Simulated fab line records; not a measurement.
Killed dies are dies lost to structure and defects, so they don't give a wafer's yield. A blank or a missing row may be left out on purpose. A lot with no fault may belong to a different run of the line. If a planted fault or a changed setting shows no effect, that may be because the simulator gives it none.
2 desks, one fault / flow nand_harc / what lay behind the numbers comes last; until then each desk has only its own

TOOL OWNER'S DESK, rie_diel-06
The tool's own readings at NHARC_A_CHANNEL_HOLE_D2_ETCH_16 (etches the open film in O2/COS, target depth 3100 nm, time 806 s): means of the sampled wafers that have a number, for each lot that ran on this tool. Any lot whose mean is over 4 standard deviations away from the usual mean is out of limits and marked OUT; that distance is given in the brackets.
Columns: A = drypump_motor_current_A at NHARC_A_CHANNEL_HOLE_D2_ETCH_16, usual 5.8 A; B = oes_product_au at NHARC_A_CHANNEL_HOLE_D2_ETCH_16, usual 1.001 a.u.; C = rf_vpp_V at NHARC_A_CHANNEL_HOLE_D2_ETCH_16, usual 312.9 V; D = showerhead_plenum_p_Torr at NHARC_A_CHANNEL_HOLE_D2_ETCH_16, usual 3.02 Torr; E = throttle_valve_pct at NHARC_A_CHANNEL_HOLE_D2_ETCH_16, usual 28.330 %
lot=L503; first seen here=day 17 04:55; A=5.9; B=0.997; C=312.2; D=3.01; E=28.332
lot=L507; first seen here=day 18 04:52; A=5.7; B=1.001; C=311.7; D=3.02; E=28.330
lot=L511; first seen here=day 20 06:31; A=5.9; B=1.005; C=312.9; D=3.01; E=28.341
lot=L512; first seen here=day 20 13:46; A=6.1; B=0.993; C=312.8; D=2.97; E=28.326
lot=L514; first seen here=day 21 20:24; A=5.9; B=0.988; C=313.2; D=3.01; E=28.332
lot=L515; first seen here=day 22 08:06; A=5.8; B=0.986; C=313.4; D=3.01; E=28.331
Finding of this desk: none of the 6 lots has anything out of limits.

THE DEFECT DESK
What the inspections along the route counted, lot by lot: means of the sampled wafers that have a number. Any lot whose mean is over 4 standard deviations away from the usual mean is out of limits and marked OUT; that distance is given in the brackets.
Columns: A = raw_defect_count at NHARC_A_CHANNEL_HOLE_D2_INSPECT_40, usual 300
lot=L495; first seen here=day 14 10:40; A=245
lot=L496; first seen here=day 14 10:54; A=252
lot=L497; first seen here=day 14 18:25; A=331
lot=L503; first seen here=day 17 20:14; A=1196 (+9.3) OUT
lot=L505; first seen here=day 18 10:19; A=294
lot=L507; first seen here=day 18 14:27; A=1216 (+9.5) OUT
lot=L511; first seen here=day 20 14:29; A=447
lot=L512; first seen here=day 20 22:22; A=430
lot=L514; first seen here=day 22 02:41; A=415
lot=L515; first seen here=day 22 14:23; A=373
lot=L517; first seen here=day 22 23:31; A=423
This desk finds L503, L507 out of limits, L503 being first, at day 17 20:14 (raw_defect_count at NHARC_A_CHANNEL_HOLE_D2_INSPECT_40). In limits: L495, L496, L497, L505, L511, L512, L514, L515, L517.

BROUGHT TOGETHER
The defect desk could have raised an alarm at day 17 20:14, on L503, L507.
The desk of the tool owner found nothing out of limits.
Tool owner's desk: L503, L507 on record, inside its limits.
NHARC_A_CHANNEL_HOLE_D2_ETCH_16 was run on rie_diel-06 by each of the lots named.

WHAT HAD BEEN PUT IN BY THE SIMULATOR
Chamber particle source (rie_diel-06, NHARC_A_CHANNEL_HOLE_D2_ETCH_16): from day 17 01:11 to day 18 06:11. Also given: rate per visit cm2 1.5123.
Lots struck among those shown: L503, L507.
Hours from the fault's start to each desk's first reading out of limits: the defect desk, 19.
